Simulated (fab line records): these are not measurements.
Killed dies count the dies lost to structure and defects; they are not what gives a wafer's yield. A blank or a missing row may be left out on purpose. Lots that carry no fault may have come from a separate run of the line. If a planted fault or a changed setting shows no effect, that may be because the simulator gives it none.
A struck lot beside a sound one    flow n5Finfet    39 steps out of a route of 1938
Sound: the wafers L606.1, L606.3, L606.6. Struck: wafer L625.4. (L625.2, L625.3 of the same lot were not struck and are left out.) The cause comes at the end.
Order at every step that has rows: each side's tool, ch and its chambers, its first start. Under that, the readings that differ: sound wafers    struck wafers    difference of the means    sigmas: that difference in standard deviations of wafers without a fault.
alike: words and numbers the same on both sides, and readings whose means are apart by under 2 such deviations; not compared: readings that were withheld, readings missing a value for some wafer, numbers with overlapping values and no deviation given by the record, and bounds like >300 which may hide the same value.
The two part at a step that has a row with sigmas, a row that says differs or no value, or rows on one side only. When numbers do not overlap yet have no deviation, they are printed without sigmas and do not part them. Lack of a reading on every wafer of one side parts them only where that side has two or more wafers.

first, 9 steps without rows for these wafers: N5_HKMG_FIN_DESCUM_17 (chemistry O2, time 7.9 s); N5_HKMG_FIN_ETCH_31 (etches SiARC in CF4, target depth 45.5 nm, time 75.8 s); N5_HKMG_FIN_ETCH_32 (etches SOC in N2/H2, target depth 240 nm, time 300 s); N5_HKMG_FIN_STRIP_33 (strips in N2/H2); N5_HKMG_FIN_STRIP_34 (strips in CF4); N5_HKMG_FIN_ETCH_35 (etches SOC in N2/H2, target depth 215.8 nm, time 243.4 s); N5_HKMG_FIN_STRIP_92 (strips SOC in N2/H2, time 20 s); N5_HKMG_FIN_WET_ETCH_18 (etches TiN in SC1, time 55 s, target depth 5.2 nm, rinse time 30 s); N5_HKMG_FIN_STRIP_19 (strips in N2/H2, time 360 s).
N5_HKMG_FIN_ALD_91: deposits TiN, target thk 1 nm, pulse time 1 s, purge time 3 s.
  sound on aldMetal-02 ch 1,2,3, day 5 00:40; struck on aldMetal-02 ch 1, day 9 23:11
reading    sound     struck  difference  sigmas
aldCycles  47 47 47  41      -6          
  alike: heaterPowerW, precursorPulseHeightRel
then, 27 steps without rows for these wafers: N5_HKMG_FIN_COAT_85 (time 60 s, resist thk 300 nm); N5_HKMG_FIN_ETCH_86 (etches SOC in N2/H2, stops on TiN, target depth 393.2 nm); N5_HKMG_FIN_STRIP_89 (strips SOC in N2/H2, time 20 s); N5_HKMG_FIN_WET_ETCH_87 (etches TiN in SC1, time 154.2 s, target depth 4.7 nm, rinse time 30 s); N5_HKMG_FIN_STRIP_88 (strips in N2/H2, time 360 s); N5_HKMG_FIN_NWFM_ALD_20 (deposits TiAlC, target thk 2 nm, pulse time 3 s, purge time 2 s); N5_HKMG_FIN_ALD_71 (deposits TiN, target thk 1 nm, pulse time 1 s, purge time 3 s); N5_HKMG_FIN_COAT_66 (time 60 s, resist thk 300 nm); N5_HKMG_FIN_ETCH_67 (etches SOC in N2/H2, stops on TiN, target depth 388.9 nm); N5_HKMG_FIN_STRIP_90 (strips SOC in N2/H2, time 20 s); N5_HKMG_FIN_WET_ETCH_73 (etches the open film in SC1, time 42.3 s, target depth 1.3 nm, rinse time 30 s); N5_HKMG_FIN_ETCHBACK_68 (etches the open film in Cl2/Ar, stops on HfO2, target depth 0.5 nm); N5_HKMG_FIN_STRIP_69 (strips in N2/H2, time 360 s); N5_HKMG_FIN_ALD_21 (deposits TiN, target thk 1.5 nm, pulse time 1 s, purge time 3 s); N5_HKMG_FIN_ALD_72 (deposits W, target thk 2 nm, pulse time 1 s, purge time 2 s); N5_HKMG_FIN_W_FILL_22 (material W, target thk 60 nm, time 18.2 s); N5_HKMG_FIN_PRECLEAN_83 (cleans in DIW, time 57.5 s); N5_HKMG_FIN_SRD_84 (dry time 32 s); N5_HKMG_FIN_CMP_23 (polishes, stops on SiNx, t overpolish 10 s, target thk 46.326 nm); N5_HKMG_FIN_CMP_94 (polishes, stops on SiNx, t overpolish 4.7 s, target thk 43.299 nm); N5_GATE_CUT_ETCHBACK_00 (etches W in SF6/Cl2); N5_GATE_CUT_ETCH_56 (etches TiN in Cl2/Ar, target depth 21.6 nm); N5_GATE_CUT_ETCHBACK_30 (etches TiN in Cl2/Ar, target depth 3 nm); N5_GATE_CUT_VAPOR_ETCH_60 (etches HfO2 in BCl3/Cl2); N5_GATE_CUT_ETCH_58 (etches SiNx in CH3F/O2, target depth 17 nm, time 128.6 s); N5_GATE_CUT_STRIP_59 (strips in N2/H2, time 20 s); N5_GATE_CUT_PRECLEAN_31 (cleans in DIW, time 300 s).
-- a jump in the record: the struck wafers' starts before and after are 4 days apart (it breaks off in module GATE_CUT and resumes in module BEOL_M4, where the first step shown is number 1111 of the route) --
N5_BEOL_M4_RC_MEAS_101:
  sound on prober-02 ch 0, day 8 21:07; struck on prober-02 ch 0, day 14 07:38
reading              sound                       struck    difference  sigmas
IOFF_N (nA/um)       0.225 0.148 0.142           0.309     +0.137      +6
IOFF_N_85C (nA/um)   4.2 3.0 2.9                 5.5       +2.1        +6
IOFF_N_LIN (nA/um)   0.101 0.072 0.069           0.146     +0.065      +7
IOFF_N_LONG (nA/um)  5.67e-05 5.66e-05 5.65e-05  8.46e-05  +2.80e-05   +11
ION_N (uA/um)        701 683 670                 724       +39         +4
VT_N (mV)            244.5 251.8 251.2           229.1     -20.1       -7
VT_N_LONG (mV)       276.0 274.5 275.9           260.1     -15.4       -8
VT_N_LVT (mV)        90.9 97.2 97.9              81.1      -14.2       -5
VT_P_LVT (mV)        -94.3 -98.3 -98.7           -101.9    -4.8        -3
  alike: DIBL_N, DIBL_P, IOFF_P, ION_P, SS_N, SS_P, VT_P
-- record jumps: 4 days separate the struck wafers' starts on either side; left off in module BEOL_M4, taken up again in module PASSIVATION, whose first shown step is the route's number 1936 --
N5_PASSIVATION_PROBE_49:
  struck on prober-01, day 18 18:44; sound on prober-02, day 13 10:39
reading                 sound           struck  difference  sigmas
defectLimitedYield (%)  91.2 90.4 91.2  86.9    -4.0        -3
killedAtFrontEnd        42 25 22        84      +54         +5
killedDies              104 113 104     155     +48         +3
killedOnRim             22 17 9         33      +17         +5
killedOpen              64 79 67        96      +26         +2
sort_bin_4_leakage (%)  0 0 0           0.93    +0.93       
sortNPass               1076 1067 1076  1014    -59         -4
sortYieldPct (%)        91.2 90.4 91.2  85.9    -5.0        -4
  alike: killed_at_M0_to_M3, killed_at_M4_up, killedAtContacts, killedAtOther, killedShort, sort_bin_5_function, sort_bin_6_memory

WHERE THEY PART
At N5_BEOL_M4_RC_MEAS_101 first; at N5_PASSIVATION_PROBE_49 last (within this record only).

WHY: what the simulator had put in
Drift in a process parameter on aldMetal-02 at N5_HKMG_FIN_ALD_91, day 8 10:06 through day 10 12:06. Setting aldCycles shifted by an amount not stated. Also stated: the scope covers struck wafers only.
